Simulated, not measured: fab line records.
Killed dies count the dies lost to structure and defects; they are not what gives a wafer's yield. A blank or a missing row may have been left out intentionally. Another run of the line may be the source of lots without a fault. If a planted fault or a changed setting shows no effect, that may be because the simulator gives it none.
Split-lot experiment | flow n5-finfet | 7 lots, 21 wafers read, on a route of 1938 steps

== THE SPLIT ITSELF ==
At N5_BEOL_M7_EXPOSE_25 (exposes mask V6, target cd 40 nm), the setting dose-mj was moved away from the recipe's 42.5 on 8 of the 21 wafers read, by -5.0% to +4.2%. All remaining wafers had this setting at the recipe value.

== FROM THE SPLIT TO THE READING: what the file shows between them, 2 steps ==
- N5_BEOL_M7_PEB_26: peb time 60 s
- N5_BEOL_M7_DEVELOP_27: develop time 30 s

== THE READING ==
At N5_BEOL_M7_CD_MEAS_28: cd-nm in nanometres, against a target cd of 40 nm. Fault-free wafers of this fab line usually give 40.06 nm, standard deviation 0.25 nm.

wafer  | tool, chamber at the split | dose-mj as run | against the recipe | cd-nm, nm | against lot-mates on the recipe
L078.2 | euv-scanner-02, 0          | 43.66          | +2.7%              | 40.75     | +0.66
L078.3 | euv-scanner-02, 0          | 42.5           | recipe             | 40.09     | -
L078.5 | euv-scanner-02, 0          | 43.66          | +2.7%              | 40.62     | +0.53
L081.1 | euv-scanner-02, 0          | 40.92          | -3.7%              | 38.89     | -1.34
L081.2 | euv-scanner-02, 0          | 42.5           | recipe             | 40.25     | -
L081.4 | euv-scanner-02, 0          | 42.5           | recipe             | 40.22     | -
L084.1 | euv-scanner-01, 0          | 44.28          | +4.2%              | 40.79     | +1.02
L084.3 | euv-scanner-01, 0          | 42.5           | recipe             | 39.77     | -
L084.6 | euv-scanner-01, 0          | 42.5           | recipe             | 39.77     | -
L087.1 | euv-scanner-02, 0          | 42.5           | recipe             | 40.13     | -
L087.3 | euv-scanner-02, 0          | 42.5           | recipe             | 39.81     | -
L087.4 | euv-scanner-02, 0          | 42.5           | recipe             | 40.00     | -
L090.1 | euv-scanner-01, 0          | 42.5           | recipe             | 40.05     | -
L090.3 | euv-scanner-01, 0          | 42.5           | recipe             | 39.92     | -
L090.5 | euv-scanner-01, 0          | 42.5           | recipe             | 40.00     | -
L094.3 | euv-scanner-02, 0          | 43.39          | +2.1%              | 40.63     | +0.68
L094.5 | euv-scanner-02, 0          | 43.39          | +2.1%              | 40.21     | +0.26
L094.6 | euv-scanner-02, 0          | 42.5           | recipe             | 39.95     | -
L089.1 | euv-scanner-02, 0          | 42.5           | recipe             | 40.41     | -
L089.2 | euv-scanner-02, 0          | 40.37          | -5.0%              | 38.78     | -1.63
L089.3 | euv-scanner-02, 0          | 40.37          | -5.0%              | 39.31     | -1.10

FIT RESULTS
A straight line over all 21 wafers: cd-nm changes by +0.214 nm for each +1% of dose-mj; r = +0.92; the points scatter about the line by 0.21 nm.
The same after taking each lot's own level away (the mean of its wafers on the recipe; 21 wafers): +0.268 nm for each +1%; r = +0.97; scatter 0.15 nm.
The reading moves by 1.3 nm for the largest change in dose-mj, on that fit.
Measured against the standard deviation above, the lots' own levels, which go from 39.770 to 40.410 nm, span 2.6 times it.
So the lot-to-lot level changes the slope: the two fits differ.
Check: with one of the wafers moved furthest among these (-5.0%) left out of the fit, the line predicts -1.29 nm for it against its lot-mates. Against them it came out at -1.63 nm.

== OTHER SPLITS ON THESE WAFERS ==
Other splits were also applied to these wafers ahead of the reading. Each is held against what the fit with the lots' levels taken away leaves over:
other split on the same wafers | wafers away from the commonest value | r with cd-nm (lot level and that fit taken away)
N5_BEOL_M7_EXPOSE_08 dose-mj   | 7                                    | -0.37

== THE WHOLE CHAIN: every reading that the file lists as answering this split, in the file's order ==
step                  | what it does                                         | reading                                                        | change (the file's fit)               | r (the file's)
N5_BEOL_M7_CD_MEAS_28 | target cd 40 nm                                      | cd-nm                                                          | +0.274 nm for each +1% of the setting | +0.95
N5_BEOL_M7_DESCUM_33  | chemistry O2, time 7 s                               | BEOL_M7.cd-nm (the simulator's own value, which no gauge read) | +0.219 nm for each +1% of the setting | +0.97
N5_BEOL_M7_ETCH_65    | etches SiARC in CF4, target depth 15.6 nm, time 26 s | BEOL_M7.cd-nm (the simulator's own value, which no gauge read) | +0.211 nm for each +1% of the setting | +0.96

== THE FILE'S OWN FIT ==
cd-nm changes by +0.274 nm for each +1% of dose-mj, r = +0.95.
